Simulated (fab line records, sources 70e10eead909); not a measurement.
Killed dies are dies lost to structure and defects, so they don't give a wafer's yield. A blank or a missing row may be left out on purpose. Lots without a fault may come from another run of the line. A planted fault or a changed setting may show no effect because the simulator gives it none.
Problem report in the 8D (eight disciplines) form, filled by code | flow nand_harc | the parts of the form that need people (team, actions taken, sign-off) are left out

1. THE PROBLEM
cd_nm at NHARC_P_M2_CD_MEAS_09 reads a mean of 162.4 nm on 1 wafer of 1 lot; wafers without a fault read 170.1 nm with a standard deviation of 0.63. That is -12 standard deviations from the usual mean.
The step: target cd 170 nm.
First seen on wafer L893.6, day 11 11:26, on cd_sem-02. The record holds 38 wafers of 13 lots with a number at this step. Rule for "out", or "out of limits": more than 4 standard deviations from the usual mean. The other wafers with a number count as sound.

2. WHAT IT IS AND WHAT IT IS NOT
question                    | is                | is not
which readings at this step | cd_nm             | -
which lots                  | L893              | L881, L882, L884, L885, L886, L887, L888, L890, L891, L894, L903, L904
which wafers of those lots  | L893.6            | L893.5
read on which gauges        | cd_sem-02         | cd_sem-01, cd_sem-03
when                        | from day 11 11:26 | up to then (28 sound wafers); but 9 sound wafers of L894, L903, L904 came after

3. SUSPECTS, AND WHAT RULES EACH OUT
Counting: a tool at a process step up to the reading stays a suspect if it ran every lot that is out. Sound lots after the first of them don't rule it out here, since some wafers of a struck lot are sound.
- the gauge at NHARC_P_M2_CD_MEAS_09: ruled out. All the wafers that are out were read on cd_sem-02, but those of them that NHARC_P_M2_PEB_07 has rows for are out there too, on other tools.
- pvd_sputter-01 at NHARC_P_M1_DEGAS_29 (time 60 s): kept. It ran the lot that is out, L893 (day 11 08:31); its last sound lot up to then is L890 (day 10 06:29).
- litho_track-06 at NHARC_P_M2_PEB_07 (peb time 65 s): kept. It ran the lot that is out, L893 (day 11 11:21); its last sound lot up to then is L891 (day 11 00:48). Its own readings are out on those wafers: heater_power_total_W.
Left after counting: pvd_sputter-01 at NHARC_P_M1_DEGAS_29, litho_track-06 at NHARC_P_M2_PEB_07.

4. THE CAUSE (what the simulator had put in)
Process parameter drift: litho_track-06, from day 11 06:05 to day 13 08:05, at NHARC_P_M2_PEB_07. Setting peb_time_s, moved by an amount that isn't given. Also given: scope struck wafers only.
Counting left 2 suspects, and this tool is among them.

5. THE CHAIN OF EFFECTS, in route order
Each row: a reading whose mean over the struck wafers that have a number lies more than 3 standard deviations from the usual. Only readings for which the record gives a usual standard deviation are gone through. hours: the time from each lot's start at the first step in this table that gives one to its start at this step, as a median over the lots. sigmas: the change in usual standard deviations.
hours | step                  | reading              | usual    | on struck wafers | change | sigmas
0     | NHARC_P_M2_PEB_07     | heater_power_total_W | 156.6 W  | 175.8            | +19.2  | +44
0     | NHARC_P_M2_CD_MEAS_09 | cd_nm                | 170.1 nm | 162.4            | -7.7   | -12
The process steps in it:
- NHARC_P_M2_PEB_07: peb time 65 s.

6. WHAT WOULD HAVE CAUGHT IT SOONER
In this record the first reading out of limits at a measuring or inspecting step was taken at day 11 11:26, 5 hours after the fault began at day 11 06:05.
The tool's own readings at NHARC_P_M2_PEB_07 were out on every struck wafer that the step has a row for (heater_power_total_W): an alarm limit on them would have fired on the first of those.
All the lots that are out (1) had begun NHARC_P_M2_PEB_07 on litho_track-06 by day 11 11:26. A hold on the tool at that time would have spared none of them.
